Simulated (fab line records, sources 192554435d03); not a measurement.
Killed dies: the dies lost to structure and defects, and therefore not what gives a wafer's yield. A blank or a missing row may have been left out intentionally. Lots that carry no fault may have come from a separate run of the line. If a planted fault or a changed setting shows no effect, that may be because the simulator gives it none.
Split-lot trial || flow n5Finfet || route with 1938 steps; 7 lots, 21 wafers read

## SPLIT DETAILS
At N5_BEOL_M3_EXPOSE_25 (exposes mask V2, defocus 5 nm), the setting doseMj was moved away from the recipe's 63 on 6 of the 21 wafers read, by -5.2% to +4.6%. The other wafers ran this setting at the recipe's value.

## FROM THE SPLIT TO THE READING: what the file shows between them, 2 steps
- N5_BEOL_M3_PEB_26: peb time 60 s
- N5_BEOL_M3_DEVELOP_27: develop time 30 s

## THE READING
cdNm, in nm, at N5_BEOL_M3_CD_MEAS_28 (target cd 25.7 nm, target cd y 23.3 nm). A value of 25.67 nm with a standard deviation of 0.23 nm is what fault-free wafers of this fab line usually give.

{"wafer": "L074.1", "tool, chamber at the split": "euvScanner-01, 0", "doseMj as run": 65.92, "against the recipe": "+4.6%", "cdNm, nm": 26.45, "against lot-mates on the recipe": "+0.83"}
{"wafer": "L074.5", "tool, chamber at the split": "euvScanner-01, 0", "doseMj as run": 65.92, "against the recipe": "+4.6%", "cdNm, nm": 26.26, "against lot-mates on the recipe": "+0.64"}
{"wafer": "L074.6", "tool, chamber at the split": "euvScanner-01, 0", "doseMj as run": 63, "against the recipe": "recipe", "cdNm, nm": 25.62, "against lot-mates on the recipe": "-"}
{"wafer": "L076.1", "tool, chamber at the split": "euvScanner-01, 0", "doseMj as run": 63, "against the recipe": "recipe", "cdNm, nm": 25.79, "against lot-mates on the recipe": "-"}
{"wafer": "L076.5", "tool, chamber at the split": "euvScanner-01, 0", "doseMj as run": 63, "against the recipe": "recipe", "cdNm, nm": 25.26, "against lot-mates on the recipe": "-"}
{"wafer": "L076.6", "tool, chamber at the split": "euvScanner-01, 0", "doseMj as run": 63, "against the recipe": "recipe", "cdNm, nm": 25.78, "against lot-mates on the recipe": "-"}
{"wafer": "L084.1", "tool, chamber at the split": "euvScanner-01, 0", "doseMj as run": 63, "against the recipe": "recipe", "cdNm, nm": 26.10, "against lot-mates on the recipe": "-"}
{"wafer": "L084.3", "tool, chamber at the split": "euvScanner-01, 0", "doseMj as run": 63, "against the recipe": "recipe", "cdNm, nm": 25.92, "against lot-mates on the recipe": "-"}
{"wafer": "L084.6", "tool, chamber at the split": "euvScanner-01, 0", "doseMj as run": 63, "against the recipe": "recipe", "cdNm, nm": 25.97, "against lot-mates on the recipe": "-"}
{"wafer": "L085.1", "tool, chamber at the split": "euvScanner-01, 0", "doseMj as run": 63, "against the recipe": "recipe", "cdNm, nm": 25.99, "against lot-mates on the recipe": "-"}
{"wafer": "L085.5", "tool, chamber at the split": "euvScanner-01, 0", "doseMj as run": 63, "against the recipe": "recipe", "cdNm, nm": 26.14, "against lot-mates on the recipe": "-"}
{"wafer": "L085.6", "tool, chamber at the split": "euvScanner-01, 0", "doseMj as run": 63, "against the recipe": "recipe", "cdNm, nm": 25.99, "against lot-mates on the recipe": "-"}
{"wafer": "L087.1", "tool, chamber at the split": "euvScanner-01, 0", "doseMj as run": 65.15, "against the recipe": "+3.4%", "cdNm, nm": 26.69, "against lot-mates on the recipe": "+1.25"}
{"wafer": "L087.2", "tool, chamber at the split": "euvScanner-01, 0", "doseMj as run": 63, "against the recipe": "recipe", "cdNm, nm": 25.44, "against lot-mates on the recipe": "-"}
{"wafer": "L087.3", "tool, chamber at the split": "euvScanner-01, 0", "doseMj as run": 65.15, "against the recipe": "+3.4%", "cdNm, nm": 26.37, "against lot-mates on the recipe": "+0.93"}
{"wafer": "L089.4", "tool, chamber at the split": "euvScanner-01, 0", "doseMj as run": 59.75, "against the recipe": "-5.2%", "cdNm, nm": 24.61, "against lot-mates on the recipe": -1.31}
{"wafer": "L089.5", "tool, chamber at the split": "euvScanner-01, 0", "doseMj as run": 63, "against the recipe": "recipe", "cdNm, nm": 25.92, "against lot-mates on the recipe": "-"}
{"wafer": "L089.6", "tool, chamber at the split": "euvScanner-01, 0", "doseMj as run": 59.75, "against the recipe": "-5.2%", "cdNm, nm": 25.05, "against lot-mates on the recipe": -0.87}
{"wafer": "L094.2", "tool, chamber at the split": "euvScanner-01, 0", "doseMj as run": 63, "against the recipe": "recipe", "cdNm, nm": 25.30, "against lot-mates on the recipe": "-"}
{"wafer": "L094.5", "tool, chamber at the split": "euvScanner-01, 0", "doseMj as run": 63, "against the recipe": "recipe", "cdNm, nm": 25.41, "against lot-mates on the recipe": "-"}
{"wafer": "L094.6", "tool, chamber at the split": "euvScanner-01, 0", "doseMj as run": 63, "against the recipe": "recipe", "cdNm, nm": 25.31, "against lot-mates on the recipe": "-"}

FIT RESULTS
A straight line over all 21 wafers: cdNm changes by +0.172 nm for each +1% of doseMj; r = +0.82; the points scatter about the line by 0.3 nm.
The same after taking each lot's own level away (the mean of its wafers on the recipe; 21 wafers): +0.213 nm for each +1%; r = +0.93; scatter 0.2 nm.
That fit puts the effect of the largest move of doseMj on the reading at 1.1 nm.
From 25.340 to 26.040 nm: that is the span of the lots' own levels, equal to 3.0 times the standard deviation above.
Hence the slope depends on the lot-to-lot level, as the two fits are not the same.
Check: for one of the wafers moved furthest among these (-5.2%), held out of the fit, the line's prediction against its lot-mates is -0.992 nm. Against them it came out at -1.31 nm.

## FILE'S OWN FIT
cdNm changes by +0.213 nm for each +1% of doseMj, r = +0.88.
